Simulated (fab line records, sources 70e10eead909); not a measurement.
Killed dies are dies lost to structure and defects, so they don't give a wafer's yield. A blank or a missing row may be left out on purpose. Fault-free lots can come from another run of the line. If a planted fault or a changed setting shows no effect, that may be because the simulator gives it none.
fab line records	flow nand_harc
record: lots: 5	wafers: 15	last_day: 34
route steps=1302 shown A_CHANNEL_HOLE_D2@570 END@1302
lots that met no fault: from a run of the same line without faults
start_h: hours from the record's opening day to when the first of the lot's shown wafers began	wait_h: time in hours since the lot's previous step	" unchanged from the row above	L1.1+2: a row that stands for several wafers	- either no value or no given start	* or withheld: withheld	< > ~ a bound
route shown NAME@n: a module of which the file shows steps, and the number in the route of the first	usual: mean/standard deviation of fault-free wafers	same: alike in all rows	chamber/n: place in a boat	sites: per-site readings	_std_site: standard deviation of those values	_edge_site: outer sites' mean less inner sites'	radius_mm: how far each site lies from the wafer's centre	mask NAME#n: copy n	behind: tool/chamber where the wafer was last shaped	hold: what put the lot on hold/how long, in hours/how the hold closed	device: whichever transistor did not switch (one of n, p or np)	end of line: the same wafers' tests at the end of the route	a step without rows: its recipe alone	killed: the dies lost at the first sort to structure and to defects; this is not the yield of the wafer	map: a wafer's dies, marking killed ones x, the rest . and places with no die _
set.NAME: the setting as run; set.NAME@STEP: as run at that earlier step	model.NAME: the simulator's own value behind a step, which no gauge read
a table for each step, a row for each wafer; lots at some steps of the route
services: from which hour (start_h, from the record's first day; less than 0 if before it) a tool's chamber was out of use, for how many hours, and why
== steps ==
step: NHARC_A_CHANNEL_HOLE_D2_DEP_00
recipe: target_thk_a: 31000	temp_c: 400	material: aC
step: NHARC_A_CHANNEL_HOLE_D2_DEP_01
recipe: target_thk_a: 1400	target_thk_nm: 140	temp_c: 400	pressure_torr: 3.5	flow_sccm: 200	rf_w: 350	material: SiON
step: NHARC_A_CHANNEL_HOLE_D2_DEHYDRATE_02
recipe: temp_c: 150	time_s: 120
step: NHARC_A_CHANNEL_HOLE_D2_HMDS_03
recipe: time_s: 30
step: NHARC_A_CHANNEL_HOLE_D2_COAT_36
recipe: temp_c: 260	time_s: 75
step: NHARC_A_CHANNEL_HOLE_D2_COAT_37
recipe: temp_c: 225	time_s: 65
step: NHARC_A_CHANNEL_HOLE_D2_COAT_04
recipe: spin_rpm: 1500	resist_thk_nm: 90
step: NHARC_A_CHANNEL_HOLE_D2_SOFTBAKE_05
recipe: temp_c: 105	time_s: 55
step: NHARC_A_CHANNEL_HOLE_D2_EBR_06
step: NHARC_A_CHANNEL_HOLE_D2_EXPOSE_07
recipe: na: 1.35	target_cd_nm: 100	sigma_outer: 0.3	dose_mj: 59.65	mask_id: HOLE_D2
step: NHARC_A_CHANNEL_HOLE_D2_PEB_08
recipe: peb_temp_c: 100	peb_time_s: 65
usual: heater_power_total_W: 156.6/0.4	plate_temp_C: 99.98/0.12
lot.wafer	tool	chamber	start_h	wait_h	heater_power_total_W	plate_temp_C
L210.3	litho_track-04	0	317.24	0.0	156.1	100.02
L210.4	"	0	"	"	156.9	99.96
L210.5	"	0	"	"	156.2	99.96
L214.2	litho_track-06	0	369.99	0.1	156.2	100.10
L214.4	"	0	"	"	157.0	99.80
L214.6	"	0	"	"	156.9	100.07
L223.2	litho_track-06	0	461.82	0.1	172.5	107.79
L223.5	"	0	"	"	173.0	107.81
L223.6	"	0	"	"	173.0	107.78
L224.2	litho_track-06	0	476.09	0.1	173.1	107.70
L224.5	"	0	"	"	173.4	107.82
L224.6	"	0	"	"	173.6	107.86
L225.1	litho_track-06	0	496.26	0.1	173.6	107.48
L225.3	"	0	"	"	172.9	107.74
L225.6	"	0	"	"	173.6	107.61
step: NHARC_A_CHANNEL_HOLE_D2_DEVELOP_09
recipe: develop_time_s: 35	dev_temp_c: 23
step: NHARC_A_CHANNEL_HOLE_D2_CD_MEAS_10
recipe: target_cd_nm: 100	landing_energy_ev: 500
usual: cd_nm: 100.0/0.43
lot.wafer	tool	chamber	start_h	wait_h	hold	cd_nm
L210.3	cd_sem-03	0	317.32	-	-	99.5
L210.4	"	0	"	"	-	99.4
L210.5	"	0	"	"	-	99.9
L214.2	cd_sem-02	0	370.07	-	-	99.3
L214.4	"	0	"	"	-	100.0
L214.6	"	0	"	"	-	98.9
L223.2	cd_sem-02	0	461.90	-	await_dispo/0.2h/release	118.0
L223.5	"	0	"	"	await_dispo/0.2h/release	117.1
L223.6	"	0	"	"	await_dispo/0.2h/release	118.5
L223.2	cd_sem-02	0	-	-	-	117.8
L223.5	"	0	"	"	-	117.6
L223.6	"	0	"	"	-	118.1
L224.2	cd_sem-03	0	476.17	-	await_dispo/0.2h/release	118.2
L224.5	"	0	"	"	await_dispo/0.2h/release	118.1
L224.6	"	0	"	"	await_dispo/0.2h/release	118.2
L224.2	cd_sem-03	0	-	-	-	118.3
L224.5	"	0	"	"	-	118.0
L224.6	"	0	"	"	-	118.6
L225.1	cd_sem-03	0	496.34	-	await_dispo/0.2h/release	118.4
L225.3	"	0	"	"	await_dispo/0.2h/release	118.6
L225.6	"	0	"	"	await_dispo/0.2h/release	117.8
L225.1	cd_sem-03	0	-	-	-	118.5
L225.3	"	0	"	"	-	118.6
L225.6	"	0	"	"	-	117.8
step: NHARC_A_CHANNEL_HOLE_D2_OVL_MEAS_11
usual: overlay_x_nm: 0.0/0.74	overlay_y_nm: -0.1/0.77
lot.wafer	tool	chamber	start_h	wait_h	hold	overlay_x_nm	overlay_y_nm
L210.3	overlay-02	-	317.40	-	-	-0.7	-0.2
L210.4	"	-	"	"	-	0.2	-0.2
L210.5	"	-	"	"	-	-0.2	-0.8
L214.2	overlay-01	-	370.16	-	-	-0.6	-0.1
L214.4	"	-	"	"	-	-0.6	0.2
L214.6	"	-	"	"	-	-0.8	-0.1
L223.2	overlay-01	-	464.93	-	await_dispo/2.8h/release	-1.6	-1.5
L223.5	"	-	"	"	await_dispo/2.8h/release	-1.0	-0.9
L223.6	"	-	"	"	await_dispo/2.8h/release	-1.3	-0.5
L224.2	overlay-01	-	480.25	-	await_dispo/3.8h/release	0.2	0.8
L224.5	"	-	"	"	await_dispo/3.8h/release	0.2	0.6
L224.6	"	-	"	"	await_dispo/3.8h/release	-0.1	0.5
L225.1	overlay-02	-	500.50	-	await_dispo/3.9h/release	0.2	0.9
L225.3	"	-	"	"	await_dispo/3.9h/release	0.2	1.3
L225.6	"	-	"	"	await_dispo/3.9h/release	0.4	1.1
step: NHARC_A_CHANNEL_HOLE_D2_DESCUM_15
recipe: time_s: 3	o2_flow_sccm: 200	ar_flow_sccm: 0	bias_power_w: 0	chemistry: O2
usual: chamber_pressure_mTorr: 60.00/0.051	drypump_motor_current_A: 5.7/0.46	oes_product_au: 0.996/0.0093	rf_vpp_V: 58.0/0.84	showerhead_plenum_p_Torr: 1.95/0.084	throttle_valve_pct: 11.311/0.0088
lot.wafer	tool	chamber	start_h	wait_h	chamber_pressure_mTorr	drypump_motor_current_A	oes_product_au	rf_hours_counter_h	rf_vpp_V	showerhead_plenum_p_Torr	throttle_valve_pct	model.A_CHANNEL_HOLE_D2.cd_nm
L210.3	rie_diel-07	3	317.51	0.1	59.99	6.0	0.996	0.7	57.8	1.94	11.310	99.44
L210.4	"	0	"	"	59.93	5.5	1.000	0.7	58.5	2.00	11.321	99.72
L210.5	"	1	"	"	59.99	5.2	1.006	-	59.1	2.05	11.314	99.18
L214.2	rie_diel-11	1	370.27	0.1	59.99	5.9	0.999	5.9	58.3	2.02	11.318	99.37
L214.4	"	2	"	"	60.02	5.1	0.983	7.0	58.6	2.05	11.321	100
L214.6	"	3	"	"	59.95	5.5	0.994	-	57.3	1.85	11.311	99.28
L223.2	rie_diel-11	3	465.04	0.1	60.04	5.5	1.006	1.4	58.2	1.85	11.301	118
L223.6	"	1	"	"	59.96	5.9	0.999	-	56.6	2.02	11.310	117.8
L223.5	"	2	"	"	60.00	5.1	0.992	-	57.2	2.05	11.315	117.6
L224.2	rie_diel-11	3	480.36	0.1	60.00	5.5	1.004	2.5	56.5	1.85	11.321	118.6
L224.6	"	2	"	"	59.96	5.1	0.989	-	60.2	2.05	11.317	118.7
L224.5	"	3	"	"	59.94	5.5	1.001	-	59.2	1.85	11.316	118.4
L225.3	rie_diel-07	0	500.61	0.1	60.00	5.5	0.995	1.2	59.8	1.99	11.327	-
L225.1	"	1	"	"	60.05	5.2	0.987	1.2	56.8	2.04	11.309	118
L225.6	"	3	"	"	60.01	6.0	0.988	-	58.9	1.94	11.299	118.6
step: NHARC_A_CHANNEL_HOLE_D2_ETCH_38
recipe: target_depth_a: 390	over_etch_frac: 0.3	time_s: 65	ion_energy_ev: 80	cf4_flow_sccm: 150	ar_flow_sccm: 0	rf_w: 300	bias_w: 100	chemistry: CF4
step: NHARC_A_CHANNEL_HOLE_D2_ETCH_39
recipe: target_depth_a: 2600	over_etch_frac: 0.3	time_s: 325	ion_energy_ev: 200	n2_flow_sccm: 150	h2_flow_sccm: 150	ar_flow_sccm: 0	rf_w: 400	bias_w: 150	chemistry: N2/H2
step: NHARC_A_CHANNEL_HOLE_D2_ETCH_34
recipe: target_depth_a: 1540	time_s: 77	cf4_flow_sccm: 100	chf3_flow_sccm: 30	ar_flow_sccm: 0	rf_w: 500	bias_w: 200	chemistry: CF4/CHF3
step: NHARC_A_CHANNEL_HOLE_D2_ETCH_16
recipe: target_depth_a: 31000	over_etch_frac: 0.3	time_s: 806	ion_energy_ev: 150	o2_flow_sccm: 400	cos_flow_sccm: 20	ar_flow_sccm: 0	rf_w: 500	bias_w: 300	chemistry: O2/COS
step: NHARC_A_CHANNEL_HOLE_D2_CD_MEAS_18
usual: cd_nm: 99.6/2.5
lot.wafer	tool	chamber	start_h	wait_h	hold	cd_nm
L210.3	cd_sem-02	-	318.62	-	-	102.0
L210.4	"	-	"	"	-	100.0
L210.5	"	-	"	"	-	92.5
L214.2	cd_sem-01	-	371.38	-	-	101.8
L214.4	"	-	"	"	-	98.9
L214.6	"	-	"	"	-	98.7
L223.2	cd_sem-03	-	466.58	-	await_dispo/0.2h/release	116.6
L223.5	"	-	"	"	await_dispo/0.2h/release	113.6
L223.6	"	-	"	"	await_dispo/0.2h/release	115.4
L223.2	cd_sem-03	-	466.76	0.2	-	116.7
L223.5	"	-	"	"	-	114.0
L223.6	"	-	"	"	-	115.5
L224.2	cd_sem-01	-	481.50	-	await_dispo/0.2h/release	120.0
L224.5	"	-	"	"	await_dispo/0.2h/release	118.3
L224.6	"	-	"	"	await_dispo/0.2h/release	118.0
L224.2	cd_sem-01	-	481.68	0.2	-	120.1
L224.5	"	-	"	"	-	118.0
L224.6	"	-	"	"	-	118.1
L225.1	cd_sem-03	-	501.70	-	await_dispo/0.2h/release	120.6
L225.3	"	-	"	"	await_dispo/0.2h/release	119.3
L225.6	"	-	"	"	await_dispo/0.2h/release	119.1
L225.1	cd_sem-03	-	501.89	0.2	-	120.1
L225.3	"	-	"	"	-	119.5
L225.6	"	-	"	"	-	118.9
step: NHARC_A_CHANNEL_HOLE_D2_ETCH_20
recipe: bias_v: 3000	source_w: withheld	pressure_mtorr: 20	time_s: 361.9	ar_flow_sccm: 375	c4f8_flow_sccm: 89.3	o2_flow_sccm: 35.7	temp_c: -20	target_depth_a: 16000	chemistry: C4F8/O2/Ar
step: NHARC_A_CHANNEL_HOLE_D2_ETCH_21
recipe: bias_v: 3000	source_w: withheld	pressure_mtorr: 20	time_s: 514.3	ar_flow_sccm: 375	c4f8_flow_sccm: 89.3	o2_flow_sccm: 35.7	temp_c: -20	target_depth_a: 16000	chemistry: C4F8/O2/Ar
step: NHARC_A_CHANNEL_HOLE_D2_ETCH_22
recipe: bias_v: 3000	source_w: withheld	pressure_mtorr: 20	time_s: 666.7	ar_flow_sccm: 375	c4f8_flow_sccm: 89.3	o2_flow_sccm: 35.7	temp_c: -20	target_depth_a: 16000	chemistry: C4F8/O2/Ar
step: NHARC_A_CHANNEL_HOLE_D2_ETCH_23
recipe: bias_v: 5000	source_w: withheld	pressure_mtorr: 20	time_s: 819	ar_flow_sccm: 375	c4f8_flow_sccm: 89.3	o2_flow_sccm: 35.7	temp_c: -20	target_depth_a: 16000	chemistry: C4F8/O2/Ar
step: NHARC_A_CHANNEL_HOLE_D2_ETCH_24
recipe: bias_v: 5000	source_w: withheld	pressure_mtorr: 20	time_s: 906.2	ar_flow_sccm: 375	c4f8_flow_sccm: 93.8	o2_flow_sccm: 31.2	temp_c: -20	target_depth_a: 15000	chemistry: C4F8/O2/Ar
step: NHARC_A_CHANNEL_HOLE_D2_ETCH_25
recipe: bias_v: 5000	source_w: withheld	pressure_mtorr: 20	time_s: 1040.2	ar_flow_sccm: 375	c4f8_flow_sccm: 93.8	o2_flow_sccm: 31.2	temp_c: -20	target_depth_a: 15000	chemistry: C4F8/O2/Ar
step: NHARC_A_CHANNEL_HOLE_D2_ETCH_26
recipe: bias_v: 300	source_w: 2000	pressure_mtorr: 30	time_s: 224.1	ar_flow_sccm: 375	c4f8_flow_sccm: 11.4	o2_flow_sccm: 113.6	temp_c: -20	target_depth_a: 3000	chemistry: C4F8/O2/Ar
step: NHARC_A_CHANNEL_HOLE_D2_ETCH_27
recipe: bias_v: 400	source_w: 2000	pressure_mtorr: 25	time_s: 90	ar_flow_sccm: 375	c4f8_flow_sccm: 41.7	o2_flow_sccm: 83.3	temp_c: -20	target_depth_a: 4000	chemistry: C4F8/O2/Ar
step: NHARC_A_CHANNEL_HOLE_D2_STRIP_41
recipe: n2_flow_sccm: 150	h2_flow_sccm: 150	ar_flow_sccm: 0	bias_w: 0	chemistry: N2/H2
step: NHARC_A_CHANNEL_HOLE_D2_STRIP_42
recipe: cf4_flow_sccm: 100	chf3_flow_sccm: 30	ar_flow_sccm: 0	bias_w: 0	chemistry: CF4/CHF3
step: NHARC_A_CHANNEL_HOLE_D2_STRIP_43
recipe: o2_flow_sccm: 400	cos_flow_sccm: 20	ar_flow_sccm: 0	bias_w: 0	chemistry: O2/COS
step: NHARC_A_CHANNEL_HOLE_D2_ETCH_44
recipe: target_depth_a: 1400	overetch_a: 140	time_s: 77	ion_energy_ev: 100	cf4_flow_sccm: 80	o2_flow_sccm: 20	ar_flow_sccm: 0	rf_w: 300	bias_w: 100	chemistry: CF4/O2
usual: chamber_pressure_mTorr: 30.000/0.027	drypump_motor_current_A: 5.7/0.42	oes_product_au: 0.996/0.0098	rf_vpp_V: 198.2/1.4	showerhead_plenum_p_Torr: 1.36/0.058	throttle_valve_pct: 13.397/0.009
lot.wafer	tool	chamber	start_h	wait_h	chamber_pressure_mTorr	drypump_motor_current_A	oes_product_au	rf_hours_counter_h	rf_vpp_V	showerhead_plenum_p_Torr	throttle_valve_pct	model.A_CHANNEL_HOLE_D2.cd_nm
L210.3	rie_diel-11	2	325.00	0.1	29.982	5.1	0.989	3.8	200.6	1.43	13.414	90.02
L210.4	"	0	"	"	29.987	5.8	0.991	3.2	199.1	1.29	13.375	89.4
L210.5	"	2	"	"	30.067	5.1	0.990	-	199.9	1.43	13.388	90.19
L214.2	rie_diel-11	3	376.17	0.1	29.957	5.5	1.001	8.2	197.3	1.29	13.406	89.19
L214.4	"	2	"	"	29.935	5.1	0.982	8.1	199.8	1.43	13.404	90.7
L214.6	"	0	"	"	29.975	5.8	1.003	-	197.9	1.29	13.402	88.89
L223.2	rie_diel-07	2	480.78	0.1	29.977	6.5	0.981	9.0	197.5	1.29	13.373	107.2
L223.6	"	1	"	"	30.048	5.2	0.995	-	201.6	1.42	13.385	109
L223.5	"	2	"	"	30.030	6.4	0.981	-	196.4	1.29	13.412	107.1
L224.2	rie_diel-07	0	492.29	0.1	29.972	5.5	0.992	0.0	199.0	1.39	13.404	105.3
L224.5	"	1	"	"	29.959	5.1	0.994	-	198.9	1.42	13.399	105.4
L224.6	"	3	"	"	29.951	6.1	0.995	-	198.4	1.35	13.398	107.8
L225.3	rie_diel-03	2	516.53	0.1	30.022	5.4	1.000	1.2	196.2	1.30	13.397	105.9
L225.1	"	3	"	"	30.030	5.7	1.000	1.1	200.3	1.43	13.408	106.6
L225.6	"	3	"	"	30.031	5.7	1.005	-	200.3	1.43	13.385	106.1
step: NHARC_A_CHANNEL_HOLE_D2_STRIP_28
recipe: o2_flow_sccm: 500	ar_flow_sccm: 0	bias_w: 0	chemistry: O2
step: NHARC_A_CHANNEL_HOLE_D2_PRECLEAN_29
recipe: time_s: *	temp_c: 50	bath_age_min: 0	chemistry: SC1
step: NHARC_A_CHANNEL_HOLE_D2_SRD_30
step: NHARC_A_CHANNEL_HOLE_D2_CD_MEAS_31
usual: cd_nm: 89.9/1.4
lot.wafer	tool	chamber	start_h	wait_h	hold	cd_nm
L210.3	cd_sem-03	-	325.80	-	-	90.6
L210.4	"	-	"	"	-	89.6
L210.5	"	-	"	"	-	90.1
L214.2	cd_sem-02	-	376.97	-	-	89.3
L214.4	"	-	"	"	-	90.6
L214.6	"	-	"	"	-	89.1
L223.2	cd_sem-02	-	481.76	-	await_dispo/0.2h/release	107.7
L223.5	"	-	"	"	await_dispo/0.2h/release	107.2
L223.6	"	-	"	"	await_dispo/0.2h/release	108.8
L223.2	cd_sem-02	-	481.94	0.2	-	107.5
L223.5	"	-	"	"	-	107.1
L223.6	"	-	"	"	-	108.5
L224.2	cd_sem-02	-	493.23	-	await_dispo/0.2h/release	105.0
L224.5	"	-	"	"	await_dispo/0.2h/release	105.3
L224.6	"	-	"	"	await_dispo/0.2h/release	107.3
L224.2	cd_sem-02	-	493.41	0.2	-	104.9
L224.5	"	-	"	"	-	105.1
L224.6	"	-	"	"	-	107.9
L225.1	cd_sem-01	-	523.85	-	await_dispo/0.2h/release	105.7
L225.3	"	-	"	"	await_dispo/0.2h/release	105.6
L225.6	"	-	"	"	await_dispo/0.2h/release	105.3
L225.1	cd_sem-01	-	524.03	0.2	-	106.1
L225.3	"	-	"	"	-	105.2
L225.6	"	-	"	"	-	105.3
step: NHARC_A_CHANNEL_HOLE_D2_XSEM_32
recipe: landing_energy_ev: 35000
usual: bot_cd_nm: 74.6/1.6	bow_nm: 8.64/0.27	tilt_deg: 0.073/0.026
lot.wafer	tool	chamber	start_h	wait_h	hold	bot_cd_nm	bow_nm	tilt_deg
L210.3	xsem-02	0	325.90	0.1	-	75.3	8.63	0.106
L210.4	"	0	"	"	-	74.3	8.57	0.106
L210.5	"	0	"	"	-	75.4	8.65	0.106
L214.2	xsem-02	0	377.06	0.1	-	73.5	8.35	0.091
L214.4	"	0	"	"	-	75.7	8.36	0.093
L214.6	"	0	"	"	-	73.0	8.32	0.091
L223.2	xsem-01	0	485.64	3.7	await_dispo/3.6h/release	93.1	9.27	0.095
L223.5	"	0	"	"	await_dispo/3.6h/release	92.5	9.20	0.096
L223.6	"	0	"	"	await_dispo/3.6h/release	94.0	9.22	0.095
L224.2	xsem-01	0	498.98	5.6	await_dispo/5.5h/release	88.7	8.34	0.075
L224.5	"	0	"	"	await_dispo/5.5h/release	89.7	8.37	0.076
L224.6	"	0	"	"	await_dispo/5.5h/release	91.4	8.32	0.074
L225.1	xsem-02	0	528.52	4.5	await_dispo/4.4h/release	89.5	8.57	0.057
L225.3	"	0	"	"	await_dispo/4.4h/release	89.4	8.60	0.058
L225.6	"	0	"	"	await_dispo/4.4h/release	89.2	8.58	0.057
step: NHARC_END_SORT_01
recipe: temp_c: 25
usual: killed_at_array: 49/19	killed_at_other: 0.9/1.1	killed_at_periphery: 4.0/2.7	killed_dies: 54/19	killed_open: 3.3/1.8	killed_short: 2.6/1.6
same: gross_dies: 677
lot.wafer	tool	chamber	start_h	wait_h	killed_at_array	killed_at_other	killed_at_periphery	killed_dies	killed_open	killed_short
L214.6	prober-01	0	650.03	4.0	52	2	2	56	5	1
L223.2	prober-02	0	731.12	2.8	284	0	8	292	5	5
L223.5	prober-02	0	733.52	3.7	354	0	12	366	4	3
L223.6	prober-02	0	734.32	4.0	353	0	4	357	3	1
L224.2	prober-01	0	748.17	2.8	409	0	5	414	5	1
L224.5	prober-01	0	750.61	3.8	418	1	3	422	6	2
L224.6	prober-01	0	751.42	4.1	390	1	7	398	3	5
L225.1	prober-01	0	815.05	2.5	423	1	4	428	3	5
L225.3	prober-01	0	816.62	3.1	217	1	3	221	3	1
L225.6	prober-01	0	818.97	3.9	414	0	1	415	0	0
killed by level:class
L214.6 A_SLIT:chamber_film_flake=23 A_CHANNEL_HOLE_D2:chamber_film_flake=10 A_CHANNEL_HOLE_D1:chamber_film_flake=6 A_CONTACT:chamber_film_flake=3 A_SGD_CUT:chamber_film_flake=2 THIN_TSV:chamber_film_flake=2 P_CONTACT:geometric_particle:open=1 A_CHANNEL_FILL_D1:geometric_particle:open=1
L223.2 A_CHANNEL_HOLE_D2:area_peb=240 A_CHANNEL_HOLE_D1:chamber_film_flake=17 A_STAIRCASE:chamber_film_flake=8 P_GATE:chamber_film_flake=4 A_SLIT:chamber_film_flake=4 A_CHANNEL_HOLE_D2:geometric_particle:open=3 P_BONDPAD:chamber_film_flake=3 A_DECK1_JOINT:chamber_film_flake=2
L223.5 A_CHANNEL_HOLE_D2:area_peb=330 A_STAIRCASE:chamber_film_flake=10 A_CHANNEL_HOLE_D1:chamber_film_flake=5 P_BONDPAD:chamber_film_flake=4 P_GATE:chamber_film_flake=3 A_CONTACT:chamber_film_flake=3 P_CONTACT:geometric_particle:short=2 P_M0:geometric_particle:open=2
L223.6 A_CHANNEL_HOLE_D2:area_peb=327 A_CHANNEL_HOLE_D1:chamber_film_flake=12 A_STAIRCASE:chamber_film_flake=8 A_WL_FILL:geometric_particle:open=2 A_SLIT:chamber_film_flake=2 P_CONTACT:geometric_particle:open=1 A_CHANNEL_FILL_D1:geometric_particle:short=1 P_ZERO_WELL:chamber_film_flake=1
L224.2 A_CHANNEL_HOLE_D2:area_peb=355 A_CHANNEL_HOLE_D1:chamber_film_flake=23 A_STAIRCASE:chamber_film_flake=7 A_CONTACT:chamber_film_flake=7 A_SLIT:chamber_film_flake=4 A_CHANNEL_HOLE_D2:chamber_film_flake=3 P_M0:geometric_particle:open=2 A_M0:geometric_particle:open=2
L224.5 A_CHANNEL_HOLE_D2:area_peb=363 A_CHANNEL_HOLE_D1:chamber_film_flake=27 A_CHANNEL_HOLE_D2:chamber_film_flake=6 A_WL_FILL:chamber_film_flake=5 A_SLIT:chamber_film_flake=5 A_BLC:geometric_particle:open=2 A_STAIRCASE:chamber_film_flake=2 A_CONTACT:chamber_film_flake=2
L224.6 A_CHANNEL_HOLE_D2:area_peb=346 A_CHANNEL_HOLE_D1:chamber_film_flake=19 A_BONDPAD:chamber_film_flake=7 A_CONTACT:chamber_film_flake=6 A_SGD_CUT:geometric_particle:short=3 P_M2:chamber_film_flake=3 A_CHANNEL_HOLE_D2:chamber_film_flake=3 P_M0:geometric_particle:open=1
L225.1 A_CHANNEL_HOLE_D2:area_peb=366 A_CHANNEL_HOLE_D2:chamber_film_flake=21 A_CHANNEL_HOLE_D1:chamber_film_flake=12 A_STAIRCASE:chamber_film_flake=7 A_SLIT:chamber_film_flake=7 A_CONTACT:chamber_film_flake=3 P_GATE:geometric_particle:short=1 P_CONTACT:geometric_particle:short=1
L225.3 A_CHANNEL_HOLE_D2:area_peb=167 A_CHANNEL_HOLE_D1:chamber_film_flake=17 A_CHANNEL_HOLE_D2:chamber_film_flake=14 A_SLIT:chamber_film_flake=7 A_STAIRCASE:chamber_film_flake=6 A_CONTACT:chamber_film_flake=4 P_CONTACT:geometric_particle:open=1 P_M0:geometric_particle:open=1
L225.6 A_CHANNEL_HOLE_D2:area_peb=365 A_CHANNEL_HOLE_D2:chamber_film_flake=20 A_STAIRCASE:chamber_film_flake=11 A_CHANNEL_HOLE_D1:chamber_film_flake=7 A_SLIT:chamber_film_flake=6 A_SGD_CUT:chamber_film_flake=2 P_STI:chamber_film_flake=1 A_BLC:chamber_film_flake=1
map L223.5 (x killed, . not)
____________.____________
_________x.xxx.x_________
_______....x.....x_______
______xx...x.xx.x..______
_____...x..x...x...._____
____xxxx..x..........____
____x.xxxx.....x..xx.____
___x....xx..x......xx.___
___.x...xx..........xx___
__xxxx..x........x.....__
__.x.xx..x............x__
_xxx.xx.............xxx._
_xxxx.xxx.............xx_
_xxxxx.....x..x...x....._
_xxxxx............x...xx_
_.xxxxx.....x.....x.x..._
xxxx.x....x.x...xxxxxx..x
xx.x.x.........xxx.....xx
xxx.x..x..x..xx...x...x.x
xxxx..x...x.x.x..x....x.x
xxxxxxx.x....xx.x......xx
_xxxxxxx.x..x..xx......x_
_xxxxxxx..xx.xxxx....xx._
_xxxx..xx.x.x.xx......x._
_xxxxxxxxxx.x....xx.xx.x_
_xxxxxxxxx.x........xxxx_
__xxxxx.xxx.xxxx.x.xxxx__
__xxxxxxxxxxxx.xx.xx.xx__
___xxxxx.xxx.x.xxxxxxx___
___xxxxxxxxxxxxxxxxxxx___
____xxxxxxx..xxxx.xxx____
____xxxxxxxxxxxxxxxxx____
_____xxxxxxxxxxxxxxx_____
______xxxxxxxxxxxxx______
_______xxxxxxxxxxx_______
_________xxxxxxx_________
____________x____________
map L224.5 (x killed, . not)
____________.____________
_________x.x.x.x_________
_______xxx.x..x..x_______
______xxx.x..x.....______
_____x..xxx.x.xx..x._____
____.xxxx.x......x...____
____xxx.x.....xx.x.xx____
___x.xx.x......x...xxx___
___x...x............x.___
__xxxxxx...x...x..x....__
__xxxxx.......x.......x__
_xxxxxxx.x..x.........xx_
_xxx.....x...........xx._
_xxxxx.x.xx.x.x......xx._
_xxxxxx.xx.x......xx.xxx_
_x.xx.xxx..x..x..x..xxxx_
xxxxxxxx.x....xxx...xxxxx
xxxx.xx.....x..x..xxxxx.x
xxxxxxxx..x...x....xxxxx.
xxxxx.xxxx.x....x.xxxxxxx
xxxxxxxxx..xx.....xxxxxxx
_xxxxxxx.x..xx...xxxxxxx_
_xxxx..xxx.........xxxx._
_xxx.xxxx.....xx.xx...xx_
_xxxx.x.xxxx.xxxxxx...xx_
_xxxxxx.xx.....x.xx.x.xx_
__xxxxxxxx.xxx..x...xxx__
__xxxxxxxxxx..x.xxxxxxx__
___xxxxxxxx.xx.xxxxxxx___
___xxxxxxxxxxxxx..xxxx___
____xxxxxxxxxxxxxxxxx____
____xxxxxxxxxxxxxx.xx____
_____xxxxxxxxxxxxxxx_____
______xxxxxxxxxxxxx______
_______xxxxxxxxxxx_______
_________xxxxxxx_________
____________x____________
== services ==
tool	chamber	start_h	hours	kind
rie_diel-07	-	294.20	9.0	pm
xsem-02	-	298.07	0.2	repair
rie_diel-07	0	306.84	2.5	repair
rie_diel-11	0	313.50	-	clean
rie_diel-11	1	313.50	-	clean
rie_diel-11	2	313.50	-	clean
rie_diel-11	3	313.50	-	clean
rie_diel-11	0	338.00	-	clean
rie_diel-11	1	338.00	-	clean
rie_diel-11	2	338.00	-	clean
rie_diel-11	3	338.00	-	clean
litho_track-06	-	354.00	7.0	pm
rie_diel-11	2	362.29	1.3	repair
rie_diel-11	0	362.50	-	clean
rie_diel-11	1	362.50	-	clean
xsem-01	-	374.00	14.0	pm
litho_track-04	-	378.01	7.0	pm
rie_diel-07	2	397.37	9.8	repair
rie_diel-11	-	432.50	9.0	pm
rie_diel-03	2	437.64	6.8	repair
rie_diel-07	0	457.18	24.8	repair
rie_diel-03	-	458.31	9.0	pm
rie_diel-07	-	471.20	9.0	pm
rie_diel-07	2	484.12	2.5	repair
== key ==
first_sign: step: NHARC_A_CHANNEL_HOLE_D2_PEB_08	reading: plate_temp_C	direction: up	sigmas: 66	usual: *	struck: *
effect: step: NHARC_A_CHANNEL_HOLE_D2_PEB_08	reading: heater_power_total_W	direction: up	sigmas: 41	usual: *	struck: *
effect: step: NHARC_A_CHANNEL_HOLE_D2_CD_MEAS_10	reading: visit	direction: added
effect: step: NHARC_A_CHANNEL_HOLE_D2_CD_MEAS_10	reading: cd_nm	direction: up	sigmas: 42	usual: 100.0	struck: 118.1
effect: step: NHARC_A_CHANNEL_HOLE_D2_CD_MEAS_18	reading: visit	direction: added
effect: step: NHARC_A_CHANNEL_HOLE_D2_CD_MEAS_18	reading: cd_nm	direction: up	sigmas: 7.2	usual: 99.6	struck: 117.9
effect: step: NHARC_A_CHANNEL_HOLE_D2_CD_MEAS_31	reading: cd_nm	direction: up	sigmas: 12	usual: 89.9	struck: 106.4
effect: step: NHARC_A_CHANNEL_HOLE_D2_XSEM_32	reading: bot_cd_nm	direction: up	sigmas: 10	usual: 74.6	struck: 90.8
effect: step: NHARC_END_SORT_01	reading: killed_dies	direction: up	sigmas: 17	usual: 54	struck: 368
model_effect: step: NHARC_A_CHANNEL_HOLE_D2_DESCUM_15	value: A_CHANNEL_HOLE_D2.cd_nm	without: 100.1	struck: 118.2
model_effect: step: NHARC_A_CHANNEL_HOLE_D2_ETCH_44	value: A_CHANNEL_HOLE_D2.cd_nm	without: 88.56	struck: 106.7
more_kills_born_at: NHARC_A_CHANNEL_HOLE_D2_PEB_08@litho_track-06: 2859
met_at NHARC_A_CHANNEL_HOLE_D2_PEB_08
struck_wafers L223.2,L223.5,L223.6,L224.2,L224.5,L224.6,L225.1,L225.3,L225.6
later_rows_left_out L224.2,L224.5,L224.6,L225.1,L225.6
tester_left_out L223,L224,L225
onset_between 369.99 461.82
fault: kind: process_parameter_drift	tool: litho_track-06	chamber: -	onset_h: 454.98	steps: NHARC_A_CHANNEL_HOLE_D2_PEB_08	channel: peb_temp_c	offset: *	shape: step	end_h: 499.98	acts_in: *	stated: *
tester_left_out: of these lots the tester's yield and bins aren't shown, on N5 and GAA mostly nor the transistor test; their killed dies are dies lost to structure and defects alone, not to doping, threshold or leakage, so they don't give the yield
later_rows_left_out: the simulator's readings of these wafers behind a module that went badly wrong aren't trusted and aren't shown, but for the sort
